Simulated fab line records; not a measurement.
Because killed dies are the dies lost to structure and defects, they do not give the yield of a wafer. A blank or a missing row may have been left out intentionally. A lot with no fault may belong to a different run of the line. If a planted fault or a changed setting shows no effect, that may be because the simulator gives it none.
fab line records	flow n5_finfet
record: lots: 10	wafers: 30	last_day: 20
route steps=1938 shown BEOL_M14@1766 BEOL_M15@1773 PASSIVATION@1936
lots that met no fault: from a run of the same line without faults
start_h: hours from the record's opening day to when the first of the lot's shown wafers began	wait_h: time in hours since the lot's previous step	" identical to the entry in the row above	L1.1+2: one row covering several wafers at once	- no value present, or no start provided	* or withheld: withheld	< > ~ a bound
route shown NAME@n: NAME is a module with steps in the file, n the number in the route of the first one	usual: mean and standard deviation over wafers with no fault	same: alike in all rows	chamber/n: place in a boat	sites: the reading at each site	_std_site: standard deviation of those values	_edge_site: outer sites' mean less inner sites'	radius_mm: how far each site lies from the wafer's centre	mask NAME#n: copy n	behind: the tool/chamber that last shaped the wafer	hold: why the lot was held/for how many hours/how that ended	device: the transistor (n, p or np) that didn't switch	end of line: the route-end tests of the same wafers	a step given without rows: its recipe and nothing more	killed: not the wafer's yield, but the dies lost to structure and defects at the first sort	map: the dies of a wafer, with x for killed, . for not killed, _ for no die there
set.NAME: setting as actually run; set.NAME@STEP: the setting as run at that earlier step	model.NAME: the simulator's own value behind a step, which no gauge read
steps of the route over a sample of lots; a table a step, a row a wafer
services: the hour from which a tool's chamber was out of use, counted from the record's first day as start_h (under 0 if before that day), plus the number of hours and why
== steps ==
step: N5_BEOL_M14_ANNEAL_48
recipe: temp_c: 225	time_s: 90	ambient: N2
usual: wafer_temp_C_max: 225.85/0.24
same: time_s: 90
lot.wafer	tool	chamber	start_h	wait_h	wafer_temp_C_max
L927.1	rtp_anneal-02	0	294.66	0.1	225.96
L927.5	"	0	"	"	225.89
L927.6	"	0	"	"	225.59
L926.1	rtp_anneal-01	0	297.88	0.1	226.03
L926.2	"	0	"	"	225.82
L926.5	"	0	"	"	225.90
L928.2	rtp_anneal-01	0	300.01	0.2	226.18
L928.3	"	0	"	"	226.02
L928.5	"	0	"	"	225.49
L929.1	rtp_anneal-01	0	316.34	0.1	225.98
L929.4	"	0	"	"	225.85
L929.5	"	0	"	"	225.97
L932.1	rtp_anneal-02	0	326.86	0.1	225.74
L932.5	"	0	"	"	226.11
L932.6	"	0	"	"	225.99
L931.1	rtp_anneal-01	0	329.93	0.4	225.86
L931.4	"	0	"	"	226.22
L931.5	"	0	"	"	226.01
L933.4	rtp_anneal-02	0	330.49	0.7	225.78
L933.5	"	0	"	"	225.60
L933.6	"	0	"	"	225.80
L936.1	rtp_anneal-01	0	361.05	0.1	225.75
L936.2	"	0	"	"	225.62
L936.4	"	0	"	"	225.66
L939.3	rtp_anneal-02	0	371.79	0.2	225.60
L939.4	"	0	"	"	225.86
L939.6	"	0	"	"	225.97
L949.1	rtp_anneal-02	0	453.27	0.1	225.66
L949.2	"	0	"	"	225.91
L949.6	"	0	"	"	226.41
step: N5_BEOL_M14_CMP_49
recipe: stop_on: SiO2	t_overpolish_s: 5.2	down_force_psi: 2	platen_rpm: 80	clearing_platen_down_force_psi: 2	clearing_platen_rpm: 80	post_cmp_clean: cu_alkaline	target_thk_nm: 560	clearing_platen_pad_velocity_m_s: 1.5917	pad_velocity_m_s: 1.5917
usual: barrier_field_endpoint_s: 11.29/0.25	motor_current_A: 8.1/0.7	overpolish_run_s: 5.201/0.0086	platen_rpm: 80.00/0.05	time_to_endpoint_s: 122/4
lot.wafer	tool	chamber	start_h	wait_h	barrier_field_endpoint_s	motor_current_A	overpolish_run_s	platen_rpm	time_to_endpoint_s
L927.1	cmp-02	2	295.07	0.4	11.38	8.2	5.188	79.95	126
L927.5	"	3	"	"	11.21	8.1	5.193	80.03	120
L927.6	"	0	"	"	11.37	7.8	5.188	80.06	122
L926.2	cmp-02	0	298.21	0.2	11.24	8.0	5.203	80.06	123
L926.1	"	1	"	"	11.19	7.2	5.213	80.01	118
L926.5	"	3	"	"	10.92	7.8	5.202	79.96	119
L928.3	cmp-03	1	300.30	0.2	11.52	7.0	5.204	80.04	126
L928.2	"	2	"	"	11.71	9.7	5.203	79.97	128
L928.5	"	0	"	"	11.97	7.9	5.201	79.98	131
L929.1	cmp-03	0	316.63	0.3	11.44	8.0	5.201	79.93	128
L929.4	"	3	"	"	10.98	9.2	5.196	80.01	125
L929.5	"	0	"	"	11.28	8.0	5.188	80.02	127
L932.1	cmp-03	3	327.17	0.3	11.08	9.2	5.212	79.96	118
L932.5	"	3	"	"	11.13	9.0	5.205	79.93	117
L932.6	"	0	"	"	11.19	8.4	5.218	80.01	122
L931.4	cmp-03	1	330.27	0.2	11.64	6.9	5.212	79.96	129
L931.1	"	2	"	"	11.53	9.0	5.200	79.96	126
L931.5	"	0	"	"	11.84	8.2	5.219	80.07	127
L933.4	cmp-02	1	330.76	0.2	11.44	7.4	5.194	79.99	125
L933.5	"	2	"	"	11.20	8.0	5.206	80.04	126
L933.6	"	3	"	"	11.20	7.7	5.210	79.98	124
L936.4	cmp-02	0	361.39	0.2	11.48	8.0	5.205	79.95	124
L936.1	"	1	"	"	11.11	7.2	5.203	80.02	121
L936.2	"	2	"	"	11.57	8.1	5.211	80.03	127
L939.3	cmp-01	0	372.00	0.2	10.88	8.9	5.203	80.05	118
L939.4	"	3	"	"	11.22	8.2	5.189	80.02	123
L939.6	"	0	"	"	10.91	8.9	5.206	80.01	118
L949.2	cmp-02	3	453.57	0.2	11.34	7.7	5.205	79.96	125
L949.1	"	2	"	"	11.19	8.0	5.207	79.92	124
L949.6	"	3	"	"	11.17	7.4	5.207	80.03	121
step: N5_BEOL_M15_ILD_DEP_00
recipe: material: SiO2	target_thk_a: 16293	temp_c: 400	precursor: TEOS/O2	pressure_torr: 6.5	rf_w: 900	teos_flow_sccm: 161.4	gas: O2	flow_sccm: 2650	time_s: 346.1
usual: heater_power_w: 542/100	rf_fwd_power_W: 898.8/2.6	showerhead_plenum_p_Torr: 8.31/0.033	throttle_valve_pct: 18.8/0.84
same: time_s: 346.1
lot.wafer	tool	chamber	start_h	wait_h	heater_power_w	rf_fwd_power_W	showerhead_plenum_p_Torr	since_wet_clean_h	throttle_valve_pct
L927.1	pecvd-02	0	295.44	0.0	598	898.0	8.31	1362	18.8
L927.5	"	2	"	"	667	896.7	8.29	-	18.7
L927.6	"	1	"	"	375	898.0	8.40	-	18.7
L926.1	pecvd-03	0	298.67	0.0	640	899.1	8.30	821	19.3
L926.2	"	1	"	"	637	896.6	8.30	1546	20.0
L926.5	"	1	"	"	578	896.3	8.32	-	19.6
L928.2	pecvd-02	2	300.75	0.0	527	901.3	8.29	613	18.5
L928.3	"	0	"	"	545	897.3	8.31	1367	18.5
L928.5	"	2	"	"	649	898.6	8.31	-	18.4
L929.1	pecvd-03	1	317.12	0.0	555	900.1	8.30	1565	19.3
L929.4	"	1	"	"	636	897.1	8.29	-	19.7
L929.5	"	2	"	"	464	897.4	8.30	-	17.6
L932.1	pecvd-04	2	327.65	0.0	577	898.4	8.36	278	16.7
L932.5	"	1	"	"	602	899.7	8.28	-	18.7
L932.6	"	0	"	"	529	894.3	8.33	-	18.7
L931.1	pecvd-04	0	330.72	0.0	606	896.5	8.33	1035	18.3
L931.4	"	1	"	"	646	897.4	8.27	-	18.7
L931.5	"	2	"	"	574	901.1	8.36	-	16.8
L933.4	pecvd-03	2	331.25	0.1	476	901.9	8.29	-	17.6
L933.5	"	1	"	"	628	903.7	8.30	-	19.5
L933.6	"	0	"	"	707	899.3	8.33	-	19.4
L936.1	pecvd-03	0	361.84	0.0	683	901.2	8.32	885	19.6
L936.2	"	2	"	"	441	898.2	8.27	130	17.6
L936.4	"	1	"	"	596	895.7	8.29	-	19.7
L939.3	pecvd-03	0	372.59	0.1	543	898.5	8.32	-	19.9
L939.4	"	2	"	"	440	901.7	8.30	-	17.6
L939.6	"	2	"	"	340	899.8	8.29	-	17.9
L949.1	pecvd-03	1	454.06	0.0	623	899.8	8.29	1702	19.7
L949.2	"	2	"	"	372	900.8	8.30	223	17.8
L949.6	"	0	"	"	552	898.9	8.34	-	19.8
step: N5_BEOL_M15_INSPECT_12
recipe: mode: adi	inspect_instrument: macro
usual: raw_defect_count: 2.1/1.5
lot.wafer	tool	chamber	start_h	wait_h	raw_defect_count
L927.1	defect_inspect-01	-	296.05	0.0	0
L927.5	"	-	"	"	3
L927.6	"	-	"	"	1
L926.1	defect_inspect-01	-	299.39	0.0	0
L926.2	"	-	"	"	0
L926.5	"	-	"	"	1
L928.2	defect_inspect-02	-	301.36	0.0	3
L928.3	"	-	"	"	1
L928.5	"	-	"	"	0
L929.1	defect_inspect-01	-	317.85	0.0	3
L929.4	"	-	"	"	0
L929.5	"	-	"	"	4
L932.1	defect_inspect-01	-	328.38	0.0	1
L932.5	"	-	"	"	1
L932.6	"	-	"	"	2
L931.1	defect_inspect-01	-	331.45	0.0	1
L931.4	"	-	"	"	3
L931.5	"	-	"	"	2
L933.4	defect_inspect-01	-	331.87	0.0	3
L933.5	"	-	"	"	1
L933.6	"	-	"	"	6
L936.1	defect_inspect-02	-	362.57	0.0	8
L936.2	"	-	"	"	5
L936.4	"	-	"	"	3
L939.3	defect_inspect-01	-	373.20	0.0	8
L939.4	"	-	"	"	1
L939.6	"	-	"	"	5
L949.1	defect_inspect-01	-	454.68	0.0	1
L949.2	"	-	"	"	2
L949.6	"	-	"	"	0
step: N5_BEOL_M15_CD_MEAS_17
recipe: target_cd_nm: 360	polarity: opening
usual: cd_nm: 360.5/1.5
lot.wafer	tool	chamber	start_h	wait_h	cd_nm
L927.1	cd_sem-02	-	296.58	0.0	361.0
L927.5	"	-	"	"	363.7
L927.6	"	-	"	"	361.2
L926.1	cd_sem-01	-	299.92	0.0	361.5
L926.2	"	-	"	"	359.6
L926.5	"	-	"	"	359.3
L928.2	cd_sem-01	-	301.89	0.0	361.3
L928.3	"	-	"	"	360.5
L928.5	"	-	"	"	359.6
L929.1	cd_sem-01	-	318.47	0.0	359.6
L929.4	"	-	"	"	360.7
L929.5	"	-	"	"	362.1
L932.1	cd_sem-02	-	329.84	0.0	363.1
L932.5	"	-	"	"	361.3
L932.6	"	-	"	"	361.3
L931.1	cd_sem-02	-	332.16	0.0	356.9
L931.4	"	-	"	"	359.3
L931.5	"	-	"	"	359.3
L933.4	cd_sem-02	-	332.59	0.0	361.3
L933.5	"	-	"	"	361.5
L933.6	"	-	"	"	360.3
L936.1	cd_sem-01	-	363.10	0.0	362.4
L936.2	"	-	"	"	360.7
L936.4	"	-	"	"	361.7
L939.3	cd_sem-01	-	373.74	0.0	358.4
L939.4	"	-	"	"	359.2
L939.6	"	-	"	"	361.4
L949.1	cd_sem-01	-	455.21	0.0	361.0
L949.2	"	-	"	"	358.6
L949.6	"	-	"	"	361.8
step: N5_PASSIVATION_PROBE_49
usual: defect_limited_yield: 91.1/1.4	killed_at_M0_to_M3: 34/10	killed_at_M4_up: 14/5.5	killed_at_contacts: 12/5.1	killed_at_front_end: 41/12	killed_at_other: 4/3.1	killed_dies: 105/17	killed_open: 70/13	killed_short: 33/7.6	sort_bin_5_function: 5.3/0.98	sort_bin_6_memory: 3.3/0.67	sort_n_pass: 1075/17	sort_yield_pct: 91.1/1.4
same: gross_dies: 1180	killed_at_back_side: 0	sort_bin_4_leakage[%]: 0	sort_bin_8_speed[%]: 0
lot.wafer	tool	chamber	start_h	wait_h	defect_limited_yield[%]	killed_at_M0_to_M3	killed_at_M4_up	killed_at_contacts	killed_at_front_end	killed_at_other	killed_dies	killed_open	killed_short	sort_bin_5_function[%]	sort_bin_6_memory[%]	sort_n_pass	sort_yield_pct[%]
L927.1	prober-02	-	317.76	0.0	92.8	39	4	18	24	0	85	61	22	3.3	3.7	1095	92.8
L927.5	prober-02	-	317.96	0.2	89.1	51	10	13	49	6	129	92	35	6.7	3.9	1051	89.1
L927.6	prober-02	-	318.01	0.3	90.9	44	10	10	41	2	107	66	34	4.1	4.6	1073	90.9
L936.1	prober-02	-	383.20	0.0	86.9	42	29	14	62	7	154	92	56	8.6	4.0	1026	86.9
L936.2	prober-02	-	383.25	0.1	92.2	31	16	12	31	2	92	60	32	4.8	2.9	1088	92.2
L936.4	prober-02	-	383.35	0.2	89.7	23	26	18	51	3	121	81	39	6.4	3.6	1059	89.7
L939.3	prober-01	-	394.23	0.1	91.9	14	18	24	39	1	96	48	40	4.5	3.2	1084	91.9
L939.4	prober-01	-	394.28	0.2	93.4	19	9	7	37	6	78	44	34	3.8	2.5	1102	93.4
L939.6	prober-01	-	394.38	0.3	91.7	35	9	12	35	7	98	63	35	5.4	2.7	1082	91.7
killed by level:class
L927.1 MOL_CONTACT_COAG:geometric_particle:open=14 STI_FIN_REVEAL:geometric_particle:open=9 BEOL_M2:geometric_particle:open=9 BEOL_M0_SAQP:geometric_particle:open=7 BEOL_M3:geometric_particle:open=6 MOL_CONTACT_COAG:geometric_particle:short=4 BEOL_M0_SAQP:geometric_particle:short=4 BEOL_M0:geometric_particle:short=4
L927.5 BEOL_M0_SAQP:geometric_particle:open=15 DUMMY_GATE:geometric_particle:open=12 MOL_CONTACT_COAG:geometric_particle:open=12 STI_FIN_REVEAL:geometric_particle:open=9 BEOL_M0_SAQP:geometric_particle:short=9 BEOL_M3:geometric_particle:open=8 BEOL_M2:geometric_particle:open=7 FIN_SAQP:geometric_particle:open=5
L927.6 BEOL_M0_SAQP:geometric_particle:short=17 MOL_CONTACT_COAG:geometric_particle:open=10 BEOL_M0_SAQP:geometric_particle:open=9 STI_FIN_REVEAL:geometric_particle:open=7 GATE_CUT:geometric_particle:short=7 ILD0:geometric_particle:open=6 BEOL_M3:geometric_particle:open=5 BEOL_M1:geometric_particle:open=4
L936.1 BEOL_M0_SAQP:geometric_particle:open=16 STI_FIN_REVEAL:geometric_particle:open=14 BEOL_M0_SAQP:geometric_particle:short=12 FIN_SAQP:geometric_particle:open=11 FIN_SAQP:geometric_particle:short=10 BEOL_M4:geometric_particle:open=10 MOL_CONTACT_COAG:geometric_particle:open=10 GATE_CUT:geometric_particle:short=6
L936.2 BEOL_M0_SAQP:geometric_particle:short=11 MOL_CONTACT_COAG:geometric_particle:open=10 DUMMY_GATE:geometric_particle:open=8 BEOL_M4:geometric_particle:open=7 BEOL_M2:geometric_particle:open=6 GATE_CUT:geometric_particle:short=5 BEOL_M0_SAQP:geometric_particle:open=5 STI_FIN_REVEAL:geometric_particle:open=4
L936.4 FIN_SAQP:geometric_particle:open=13 MOL_CONTACT_COAG:geometric_particle:open=13 BEOL_M4:geometric_particle:open=12 DUMMY_GATE:geometric_particle:open=11 GATE_CUT:geometric_particle:short=8 BEOL_M0_SAQP:geometric_particle:open=7 MOL_CONTACT_COAG:geometric_particle:short=5 BEOL_M0_SAQP:geometric_particle:short=5
L939.3 MOL_CONTACT_COAG:geometric_particle:open=18 FIN_SAQP:geometric_particle:short=8 BEOL_M15:unspecified=8 GATE_CUT:geometric_particle:short=7 FIN_SAQP:geometric_particle:open=6 MOL_CONTACT_COAG:geometric_particle:short=6 STI_FIN_REVEAL:geometric_particle:short=4 STI_FIN_REVEAL:geometric_particle:open=4
L939.4 FIN_SAQP:geometric_particle:short=10 BEOL_M0_SAQP:geometric_particle:short=9 MOL_CONTACT_COAG:geometric_particle:open=7 FIN_SAQP:geometric_particle:open=6 STI_FIN_REVEAL:geometric_particle:open=4 GATE_CUT:geometric_particle:short=4 GATE_CUT:geometric_particle:open=4 BEOL_M0_SAQP:geometric_particle:open=3
L939.6 BEOL_M2:geometric_particle:open=12 FIN_SAQP:geometric_particle:open=11 MOL_CONTACT_COAG:geometric_particle:open=9 STI_FIN_REVEAL:geometric_particle:open=6 BEOL_M0_SAQP:geometric_particle:short=6 FIN_SAQP:geometric_particle:short=5 STI_FIN_REVEAL:geometric_particle:short=5 BEOL_M0_SAQP:geometric_particle:open=5
== services ==
tool	chamber	start_h	hours	kind
cmp-03	-	279.02	0.5	repair
pecvd-03	0	285.92	5.5	scheduled_down
pecvd-03	2	295.39	5.9	repair
cmp-03	-	306.25	2.1	repair
cmp-01	-	313.34	12.6	repair
pecvd-03	-	322.59	2.8	pm
cmp-01	-	330.49	0.3	repair
cmp-01	-	339.13	1.6	repair
cmp-03	-	342.02	4.0	pm
cmp-03	-	346.02	-	consumable_replace:conditioner
cmp-03	-	346.02	-	consumable_replace:pad
pecvd-03	1	367.19	6.5	repair
pecvd-02	-	370.57	2.9	repair
cmp-02	-	390.77	2.1	repair
cmp-02	-	396.60	0.4	repair
cmp-01	-	398.29	4.0	pm
pecvd-03	-	398.89	0.5	repair
cmp-02	-	415.64	1.0	repair
cmp-01	-	424.66	2.8	repair
pecvd-04	-	434.93	2.4	repair
pecvd-02	2	442.99	5.2	repair
cmp-03	-	447.36	0.6	repair
cmp-01	-	447.89	1.4	repair
cmp-03	-	450.05	6.4	pm
== key ==
first_sign: step: N5_BEOL_M15_INSPECT_12	reading: raw_defect_count	direction: up	sigmas: 3.9	usual: 2.1	struck: 8
effect none on later readings
met_at N5_BEOL_M15_ILD_DEP_00
struck_lots L936,L939
struck_wafers L936.1,L939.3
not_acting_at N5_BEOL_M14_ANNEAL_48,N5_BEOL_M14_CMP_49,N5_BEOL_M15_CD_MEAS_17
onset_between 331.25 361.84
fault: kind: chamber_particle_source	tool: pecvd-03	chamber: 0	onset_h: 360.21	steps: N5_BEOL_M15_ILD_DEP_00	rate_per_visit_cm2: 0.015867	end_h: 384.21
